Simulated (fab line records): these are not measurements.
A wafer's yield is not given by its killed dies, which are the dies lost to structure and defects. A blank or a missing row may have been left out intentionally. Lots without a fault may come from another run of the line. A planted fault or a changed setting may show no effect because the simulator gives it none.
Split-lot experiment	flow n5-finfet	7 lots, 39 wafers read, on a route of 1938 steps

SPLIT DETAILS
At N5_MOL_CONTACT_COAG_ETCH_110 (etches Si in CF4/O2, target depth 2.5 nm, time 8 s), the setting bias-w was moved away from the recipe's 12 W on 18 of the 39 wafers read, by -16.8% to +14.7%. This setting was run at the recipe's value on the other wafers.

The reading comes from the split's own step.

THE READING
rf-vpp-V, in V, at N5_MOL_CONTACT_COAG_ETCH_110 (etches Si in CF4/O2, target depth 2.5 nm, time 8 s). On this fab line, fault-free wafers typically give 127.2 V with a standard deviation of 1.5 V.

wafer	tool, chamber at the split	bias-w as run, W	against the recipe	rf-vpp-V, V	against lot-mates on the recipe
L079.1	rie-diel-06, 1	12	recipe	128.2	-
L079.2	rie-diel-06, 3	12	recipe	126.9	-
L079.3	rie-diel-06, 2	12	recipe	126.8	-
L079.4	rie-diel-06, 1	10.28	-14.3%	113.5	-13.8
L079.5	rie-diel-06, 3	10.28	-14.3%	112.2	-15.1
L079.6	rie-diel-06, 2	10.28	-14.3%	112.2	-15.1
L084.1	rie-diel-05, 2	12	recipe	127.4	-
L084.2	rie-diel-05, 3	9.984	-16.8%	107.6	-18.8
L084.3	rie-diel-05, 0	12	recipe	126.3	-
L084.4	rie-diel-05, 1	9.984	-16.8%	111.2	-15.2
L084.5	rie-diel-05, 2	12	recipe	125.6	-
L084.6	rie-diel-05, 3	9.984	-16.8%	107.2	-19.2
L086.1	rie-diel-06, 0	12	recipe	129.2	-
L086.2	rie-diel-06, 2	10.37	-13.6%	113.0	-15.3
L086.3	rie-diel-06, 1	12	recipe	128.9	-
L086.4	rie-diel-06, 0	10.37	-13.6%	115.2	-13.1
L086.5	rie-diel-06, 1	10.37	-13.6%	114.0	-14.3
L086.6	rie-diel-06, 2	12	recipe	126.9	-
L088.1	rie-diel-05, 2	12	recipe	126.1	-
L088.2	rie-diel-05, 1	13.76	+14.7%	142.2	+14.8
L088.3	rie-diel-05, 0	12	recipe	128.3	-
L088.4	rie-diel-05, 3	13.76	+14.7%	138.5	+11.1
L088.5	rie-diel-05, 1	12	recipe	127.9	-
L088.6	rie-diel-05, 2	13.76	+14.7%	140.8	+13.4
L090.1	rie-diel-06, 1	12	recipe	129.9	-
L090.2	rie-diel-06, 0	12.76	+6.3%	135.3	+6.8
L090.3	rie-diel-06, 2	12.76	+6.3%	133.6	+5.1
L090.4	rie-diel-06, 3	12	recipe	128.8	-
L090.5	rie-diel-06, 2	12	recipe	126.9	-
L090.6	rie-diel-06, 3	12.76	+6.3%	134.2	+5.7
L092.2	rie-diel-06, 1	12	recipe	127.8	-
L092.3	rie-diel-06, 3	12	recipe	126.6	-
L092.5	rie-diel-06, 0	12	recipe	127.8	-
L093.1	rie-diel-02, 2	12	recipe	129.6	-
L093.2	rie-diel-02, 3	12	recipe	127.1	-
L093.3	rie-diel-02, 0	10.37	-13.6%	111.2	-16.0
L093.4	rie-diel-02, 1	10.37	-13.6%	113.4	-13.8
L093.5	rie-diel-02, 1	12	recipe	124.9	-
L093.6	rie-diel-02, 0	10.37	-13.6%	111.9	-15.3

FIT RESULTS
A straight line over all 39 wafers: rf-vpp-V changes by +1.03 V for each +1% of bias-w; r = +0.99; the points scatter about the line by 1.5 V.
The same after taking each lot's own level away (the mean of its wafers on the recipe; 39 wafers): +1.01 V for each +1%; r = +0.99; scatter 1.3 V.
On that fit, the largest move of bias-w shifts the reading by 17 V.
The span of the lots' own levels, 126.43 to 128.53 V, comes to 1.4 times the standard deviation stated above.
So the lot-to-lot level changes the slope little: the two slopes agree.
Check: with one of the wafers moved furthest among these (-16.8%) left out of the fit, the line predicts -17.2 V for it against its lot-mates. It came out at -18.8 V against them.
Tool readings at the split's step, against how far the setting was moved: rf-vpp-V r = +0.99.

THE OTHER SPLITS THESE WAFERS WENT THROUGH
These wafers also went through other splits before the reading. Each is held against what the fit with the lots' levels taken away leaves over:
other split on the same wafers	wafers away from the commonest value	r with rf-vpp-V (lot level and that fit taken away)
N5_FIN_SAQP_HM_DEP_72 time-s	12	-0.09
N5_FIN_CUT_ETCH_21 time-s	18	+0.24
N5_DUMMY_GATE_ETCH_37 source-w	15	-0.04
N5_DUMMY_GATE_ETCH_32 time-s	12	-0.22
N5_DUMMY_GATE_ETCH_44 target-depth-a	15	-0.04

THE WHOLE CHAIN: every reading that the file lists as answering this split, in the file's order
step	what it does	reading	change (the file's fit)	r (the file's)
N5_MOL_CONTACT_COAG_ETCH_110	etches Si in CF4/O2, target depth 2.5 nm, time 8 s	rf-vpp-V	+1.02 V for each +1% of the setting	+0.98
N5_MOL_CONTACT_COAG_ETCH_110	etches Si in CF4/O2, target depth 2.5 nm, time 8 s	etch.depth-nm (the simulator's own value, which no gauge read)	+0.011 nm for each +1% of the setting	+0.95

THE FILE'S OWN FIT
rf-vpp-V changes by +1.02 V for each +1% of bias-w, r = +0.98.
